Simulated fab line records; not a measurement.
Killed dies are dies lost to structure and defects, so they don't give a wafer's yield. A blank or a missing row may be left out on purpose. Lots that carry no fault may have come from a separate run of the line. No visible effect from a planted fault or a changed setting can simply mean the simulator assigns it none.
Which tool did it? -- flow n5-finfet -- 72 wafers from 24 lots sampled at 6 of the route's 1938 steps

== WHAT THE GAUGES SHOWED, per wafer ==
N5_BEOL_M13_OVL_MEAS_11. Usual: V12_OVL 3 nm, standard deviation 5.8.
lot,measured,on,V12_OVL (nm),flag
L074,day 11 04:42,overlay-01,11 5 4,
L075,day 11 11:40,overlay-01,4 4 6,
L078,day 11 19:52,overlay-01,-3 -5 3,
L076,day 11 20:13,overlay-02,-7 -7 -1,
L077,day 11 20:38,overlay-02,10 10 5,
L079,day 12 11:45,overlay-01,-4 4 7,
L082,day 12 21:02,overlay-01,2 -2 3,
L080,day 12 23:37,overlay-01,-7 -8 -4,
L081,day 13 05:11,overlay-01,4 4 0,
L083,day 13 05:26,overlay-02,6 11 3,
L084,day 13 05:49,overlay-02,3 1 3,
L085,day 14 01:02,overlay-02,3 -3 0,
L086,day 14 10:56,overlay-02,-1 1 4,
L089,day 14 14:13,overlay-02,-2 4 -5,
L088,day 14 22:51,overlay-01,12 10 6,
L087,day 15 11:25,overlay-01,-3 -4 4,
L090,day 15 11:34,overlay-01,-7 -9 -1,
L092,day 15 20:14,overlay-02,-1 0 -6,
L093,day 16 02:28,overlay-01,7 1 9,
L094,day 16 10:00,overlay-02,10 11 14,
L091,day 16 10:41,overlay-02,12 14 7,
L095,day 16 12:32,overlay-02,9 1 4,
L096,day 16 19:26,overlay-02,-8 -4 0,
L097,day 17 00:20,overlay-01,11 3 8,

N5_BEOL_M14_THK_MEAS_01. Usual: M14_ILD_THK 1119 nm, standard deviation 16.
lot,measured,on,M14_ILD_THK (nm),flag
L074,day 11 08:12,film-metro-02,1106 1110 1131,
L075,day 11 16:56,film-metro-01,1097 1129 1111,
L078,day 12 01:07,film-metro-02,1113 1090 1123,
L076,day 12 01:16,film-metro-02,1106 1114 1110,
L077,day 12 04:04,film-metro-02,1126 1137 1121,
L079,day 12 16:26,film-metro-01,1108 1144 1122,
L082,day 13 00:41,film-metro-02,1082 1099 1110,
L080,day 13 04:45,film-metro-01,1094 1153 1133,
L081,day 13 10:09,film-metro-01,1112 1121 1128,
L083,day 13 10:28,film-metro-02,1108 1139 1125,
L084,day 13 11:52,film-metro-02,1108 1096 1108,
L085,day 14 05:01,film-metro-02,1123 1133 1124,
L086,day 14 17:26,film-metro-01,1116 1126 1140,
L089,day 14 17:49,film-metro-01,1094 1144 1123,
L088,day 15 04:40,film-metro-02,1110 1112 1106,
L087,day 15 15:38,film-metro-01,1128 1128 1125,
L090,day 15 16:02,film-metro-02,1111 1118 1151,
L092,day 16 01:25,film-metro-02,1135 1098 1141,
L093,day 16 09:08,film-metro-01,1098 1127 1131,
L094,day 16 14:25,film-metro-02,1102 1092 1128,
L091,day 16 15:13,film-metro-01,1092 1102 1118,
L095,day 16 16:13,film-metro-02,1116 1143 1133,
L096,day 17 00:27,film-metro-02,1126 1148 1128,
L097,day 17 06:38,film-metro-01,1095 1118 1112,

== WHAT TOOL EACH LOT RAN ON (gives the tool, then ch and the chambers of the sampled wafers, and finally the start) ==
lot,N5_BEOL_M13_STRIP_64,N5_BEOL_M13_ETCH_67,N5_BEOL_M13_ETCH_68,N5_BEOL_M13_PRE_CLEAN_42
L074,"plasma-asher-01 ch 0,1, day 11 05:08","rie-diel-01 ch 0,1, day 11 05:46","rie-diel-01 ch 0,1, day 11 05:55","pvd-sputter-01, day 11 06:45"
L075,"plasma-asher-01 ch 0,1, day 11 12:12","rie-diel-06 ch 0,2,3, day 11 12:55","rie-diel-06 ch 0,2,3, day 11 13:04","pvd-sputter-02, day 11 15:29"
L078,"plasma-asher-01 ch 0,1, day 11 20:18","rie-diel-05 ch 1,2, day 11 20:54","rie-diel-05 ch 1,2, day 11 21:03","pvd-sputter-02, day 11 23:30"
L076,"plasma-asher-02 ch 0,1, day 11 20:39","rie-diel-06 ch 0,2,3, day 11 21:15","rie-diel-06 ch 0,2,3, day 11 21:23","pvd-sputter-01, day 11 23:32"
L077,"plasma-asher-02 ch 0,1, day 11 21:05","rie-diel-05 ch 0,1,2, day 11 21:53","rie-diel-05 ch 0,1,2, day 11 22:02","pvd-sputter-01, day 12 02:37"
L079,"plasma-asher-01 ch 1, day 12 12:12","rie-diel-06 ch 1,2, day 12 12:49","rie-diel-06 ch 1,2, day 12 12:57","pvd-sputter-01, day 12 14:08"
L082,"plasma-asher-02 ch 0,1, day 12 21:28","rie-diel-01 ch 0,2,3, day 12 22:11","rie-diel-01 ch 0,2,3, day 12 22:20","pvd-sputter-02, day 12 23:13"
L080,"plasma-asher-02 ch 0,1, day 13 00:04","rie-diel-05 ch 0,3, day 13 00:41","rie-diel-05 ch 0,3, day 13 00:49","pvd-sputter-02, day 13 03:18"
L081,"plasma-asher-02 ch 0, day 13 05:37","rie-diel-01 ch 1,3, day 13 06:16","rie-diel-01 ch 1,3, day 13 06:24","pvd-sputter-02, day 13 07:53"
L083,"plasma-asher-01 ch 0,1, day 13 05:53","rie-diel-01 ch 0,2,3, day 13 06:48","rie-diel-01 ch 0,2,3, day 13 06:57","pvd-sputter-02, day 13 08:17"
L084,"plasma-asher-02 ch 0, day 13 06:30","rie-diel-06 ch 0,1, day 13 07:12","rie-diel-06 ch 0,1, day 13 07:21","pvd-sputter-02, day 13 08:47"
L085,"plasma-asher-01 ch 0,1, day 14 01:31","rie-diel-05 ch 1,3, day 14 02:05","rie-diel-05 ch 1,3, day 14 02:14","pvd-sputter-02, day 14 03:32"
L086,"plasma-asher-02 ch 0,1, day 14 11:23","rie-diel-06 ch 0,2,3, day 14 11:58","rie-diel-06 ch 0,2,3, day 14 12:07","pvd-sputter-02, day 14 15:49"
L089,"plasma-asher-01 ch 0,1, day 14 14:40","rie-diel-05 ch 1,2,3, day 14 15:16","rie-diel-05 ch 1,2,3, day 14 15:24","pvd-sputter-01, day 14 16:13"
L088,"plasma-asher-01 ch 0,1, day 14 23:53","rie-diel-05 ch 0,2,3, day 15 00:49","rie-diel-05 ch 0,2,3, day 15 00:58","pvd-sputter-02, day 15 02:46"
L087,"plasma-asher-02 ch 0,1, day 15 11:55","rie-diel-01 ch 1,2, day 15 12:31","rie-diel-01 ch 1,2, day 15 12:40","pvd-sputter-02, day 15 14:11"
L090,"plasma-asher-02 ch 0,1, day 15 12:31","rie-diel-06 ch 0,2,3, day 15 13:25","rie-diel-06 ch 0,2,3, day 15 13:34","pvd-sputter-02, day 15 14:35"
L092,"plasma-asher-01 ch 0,1, day 15 20:41","rie-diel-06 ch 0,2, day 15 21:18","rie-diel-06 ch 0,2, day 15 21:27","pvd-sputter-03, day 15 23:55"
L093,"plasma-asher-01 ch 0,1, day 16 03:00","rie-diel-05 ch 1,2,3, day 16 03:36","rie-diel-05 ch 1,2,3, day 16 03:44","pvd-sputter-03, day 16 07:38"
L094,"plasma-asher-01 ch 0,1, day 16 10:26","rie-diel-06 ch 0,1,2, day 16 11:35","rie-diel-06 ch 0,1,2, day 16 11:44","pvd-sputter-03, day 16 12:57"
L091,"plasma-asher-02 ch 0,1, day 16 11:41","rie-diel-06 ch 0,2, day 16 12:24","rie-diel-06 ch 0,2, day 16 12:33","pvd-sputter-03, day 16 13:46"
L095,"plasma-asher-01 ch 0,1, day 16 13:07","rie-diel-01 ch 0,2, day 16 13:49","rie-diel-01 ch 0,2, day 16 13:58","pvd-sputter-01, day 16 14:46"
L096,"plasma-asher-01 ch 0,1, day 16 19:52","rie-diel-06 ch 1,2,3, day 16 20:35","rie-diel-06 ch 1,2,3, day 16 20:44","pvd-sputter-03, day 16 22:55"
L097,"plasma-asher-02 ch 0,1, day 17 00:47","rie-diel-05 ch 0,1, day 17 01:36","rie-diel-05 ch 0,1, day 17 01:44","pvd-sputter-01, day 17 05:09"
- N5_BEOL_M13_STRIP_64: strips in N2/H2.
- N5_BEOL_M13_ETCH_67: etches SiARC in CF4, target depth 143 nm, time 238.3 s.
- N5_BEOL_M13_ETCH_68: etches SOC in N2/H2, time 355 s.
- N5_BEOL_M13_PRE_CLEAN_42: time 30 s.

== AS READ BY THE TOOLS THEMSELVES (means over the sampled wafers that have a number; for cases with no such wafer, the mark the record gives instead) ==
N5_BEOL_M13_STRIP_64. Usual: drypump-motor-current-A 5.5 A, standard deviation 0.56; heater-power-w 323 W, standard deviation 20; oes-product-au 0.714 a.u., standard deviation 0.0045; strip-time-to-endpoint-s 31.35 s, standard deviation 0.067.
lot,tool,drypump-motor-current-A (A),heater-power-w (W),oes-product-au (a.u.),strip-time-to-endpoint-s (s),flag
L074,plasma-asher-01,6.1,329,0.715,31.36,
L075,plasma-asher-01,6.1,331,0.717,31.41,
L078,plasma-asher-01,5.7,341,0.720,31.31,
L076,plasma-asher-02,5.2,311,0.712,31.29,
L077,plasma-asher-02,5.2,315,0.715,31.37,
L079,plasma-asher-01,6.4,312,0.713,31.21,
L082,plasma-asher-02,5.0,306,0.714,31.39,
L080,plasma-asher-02,5.0,308,0.711,31.38,
L081,plasma-asher-02,4.9,306,0.718,31.25,
L083,plasma-asher-01,6.1,330,0.716,31.42,
L084,plasma-asher-02,4.9,304,0.713,31.34,
L085,plasma-asher-01,5.7,340,0.712,31.38,
L086,plasma-asher-02,5.0,306,0.718,31.31,
L089,plasma-asher-01,5.7,343,0.709,31.36,
L088,plasma-asher-01,6.1,326,0.712,31.31,
L087,plasma-asher-02,5.2,305,0.717,31.42,
L090,plasma-asher-02,5.0,307,0.714,31.35,
L092,plasma-asher-01,5.7,344,0.711,31.33,
L093,plasma-asher-01,6.1,325,0.716,31.30,
L094,plasma-asher-01,5.7,338,0.713,31.33,
L091,plasma-asher-02,5.0,308,0.714,31.37,
L095,plasma-asher-01,6.0,334,0.714,31.46,
L096,plasma-asher-01,5.7,342,0.713,31.35,
L097,plasma-asher-02,5.2,308,0.712,31.44,

N5_BEOL_M13_ETCH_67. Usual: drypump-motor-current-A 5.7 A, standard deviation 0.5; etch-rf-on-time-s 241 s, standard deviation 5; oes-product-au 0.64 a.u., standard deviation 0.067; rf-vpp-V 184.1 V, standard deviation 1.2; showerhead-plenum-p-Torr 2.13 Torr, standard deviation 0.064; throttle-valve-pct 15.78 %, standard deviation 0.25.
lot,tool,drypump-motor-current-A (A),etch-rf-on-time-s (s),oes-product-au (a.u.),rf-vpp-V (V),showerhead-plenum-p-Torr (Torr),throttle-valve-pct (%),flag
L074,rie-diel-01,5.7,241,0.66,183.4,2.12,15.69,
L075,rie-diel-06,6.0,241,0.62,184.7,2.16,15.73,
L078,rie-diel-05,6.0,241,0.61,184.7,2.14,16.04,
L076,rie-diel-06,6.0,239,0.62,184.1,2.16,15.74,
L077,rie-diel-05,5.8,238,0.63,184.1,2.11,15.90,
L079,rie-diel-06,6.0,244,0.59,184.3,2.18,16.01,
L082,rie-diel-01,5.7,240,0.66,184.5,2.12,15.70,
L080,rie-diel-05,5.4,234,0.64,183.4,2.08,15.63,
L081,rie-diel-01,6.2,245,0.59,183.1,2.06,15.87,
L083,rie-diel-01,5.6,242,0.65,184.2,2.12,15.69,
L084,rie-diel-06,5.9,240,0.63,184.3,2.19,15.60,
L085,rie-diel-05,5.0,242,0.58,184.3,2.12,16.01,
L086,rie-diel-06,6.0,241,0.68,184.9,2.15,15.59,
L089,rie-diel-05,5.4,241,0.59,183.5,2.13,15.98,
L088,rie-diel-05,5.6,238,0.62,183.8,2.10,15.80,
L087,rie-diel-01,6.2,237,0.79,185.3,2.21,15.48,
L090,rie-diel-06,6.0,244,0.67,184.5,2.15,15.61,
L092,rie-diel-06,6.1,243,0.68,184.9,2.21,15.46,
L093,rie-diel-05,5.4,247,0.58,183.4,2.12,16.00,
L094,rie-diel-06,5.9,244,0.66,185.0,2.18,15.69,
L091,rie-diel-06,6.2,246,0.72,185.3,2.20,15.51,
L095,rie-diel-01,5.7,240,0.66,183.7,2.09,15.66,
L096,rie-diel-06,5.8,240,0.74,184.4,2.20,15.68,
L097,rie-diel-05,5.6,235,0.61,183.5,2.07,15.85,

N5_BEOL_M13_ETCH_68. Usual: drypump-motor-current-A 5.8 A, standard deviation 0.5; oes-product-au 0.75 a.u., standard deviation 0.079; rf-vpp-V 523.6 V, standard deviation 2.4; showerhead-plenum-p-Torr 2.53 Torr, standard deviation 0.08; throttle-valve-pct 17.94 %, standard deviation 0.24.
lot,tool,drypump-motor-current-A (A),oes-product-au (a.u.),rf-vpp-V (V),showerhead-plenum-p-Torr (Torr),throttle-valve-pct (%),flag
L074,rie-diel-01,5.7,0.77,523.1,2.51,17.89,
L075,rie-diel-06,6.0,0.73,524.6,2.56,17.84,
L078,rie-diel-05,5.9,0.72,522.8,2.54,18.17,
L076,rie-diel-06,6.0,0.72,523.2,2.56,17.85,
L077,rie-diel-05,5.8,0.73,522.8,2.50,18.09,
L079,rie-diel-06,6.0,0.69,524.9,2.58,18.19,
L082,rie-diel-01,5.6,0.77,523.3,2.50,17.84,
L080,rie-diel-05,5.5,0.74,521.9,2.46,17.86,
L081,rie-diel-01,6.2,0.70,521.2,2.43,18.02,
L083,rie-diel-01,5.7,0.77,524.0,2.50,17.85,
L084,rie-diel-06,5.9,0.74,526.4,2.61,17.75,
L085,rie-diel-05,5.0,0.69,523.6,2.52,18.14,
L086,rie-diel-06,6.0,0.80,523.9,2.55,17.72,
L089,rie-diel-05,5.4,0.71,523.0,2.52,18.10,
L088,rie-diel-05,5.6,0.73,522.8,2.49,17.97,
L087,rie-diel-01,6.2,0.92,526.5,2.63,17.74,
L090,rie-diel-06,6.1,0.78,524.3,2.54,17.75,
L092,rie-diel-06,6.2,0.81,526.5,2.63,17.62,
L093,rie-diel-05,5.4,0.69,523.8,2.51,18.12,
L094,rie-diel-06,5.9,0.77,524.7,2.59,17.87,
L091,rie-diel-06,6.2,0.85,526.4,2.61,17.70,
L095,rie-diel-01,5.7,0.78,521.7,2.48,17.90,
L096,rie-diel-06,5.8,0.86,526.8,2.61,17.84,
L097,rie-diel-05,5.6,0.71,520.6,2.46,18.05,

N5_BEOL_M13_PRE_CLEAN_42. Usual: 340 W for heater-power-w, sd 42.
lot,tool,heater-power-w (W),flag
L074,pvd-sputter-01,326,
L075,pvd-sputter-02,390,
L078,pvd-sputter-02,291,
L076,pvd-sputter-01,339,
L077,pvd-sputter-01,326,
L079,pvd-sputter-01,358,
L082,pvd-sputter-02,362,
L080,pvd-sputter-02,348,
L081,pvd-sputter-02,290,
L083,pvd-sputter-02,373,
L084,pvd-sputter-02,341,
L085,pvd-sputter-02,380,
L086,pvd-sputter-02,347,
L089,pvd-sputter-01,327,
L088,pvd-sputter-02,371,
L087,pvd-sputter-02,341,
L090,pvd-sputter-02,314,
L092,pvd-sputter-03,333,
L093,pvd-sputter-03,332,
L094,pvd-sputter-03,335,
L091,pvd-sputter-03,327,
L095,pvd-sputter-01,315,
L096,pvd-sputter-03,321,
L097,pvd-sputter-01,324,

== THE ANSWER, worked out from the rows above alone ==
Rule: lot off if the mean of its wafers having a number is beyond 3 standard deviations from the usual mean. A lot without any number at a reading at which 4 lots or more have one is off too. All remaining lots with rows at the step are treated as sound. The gauges are gone through in route order, then the tools' own readings, and for those a lot's mean is taken as printed above. The first step at which some lot is off is used, and at that step the reading that is off furthest; a lot without a number counts as furthest.
Nothing can be told from this: no lot is off at any reading shown.

== WHAT THE SIMULATOR HAD INSERTED ==
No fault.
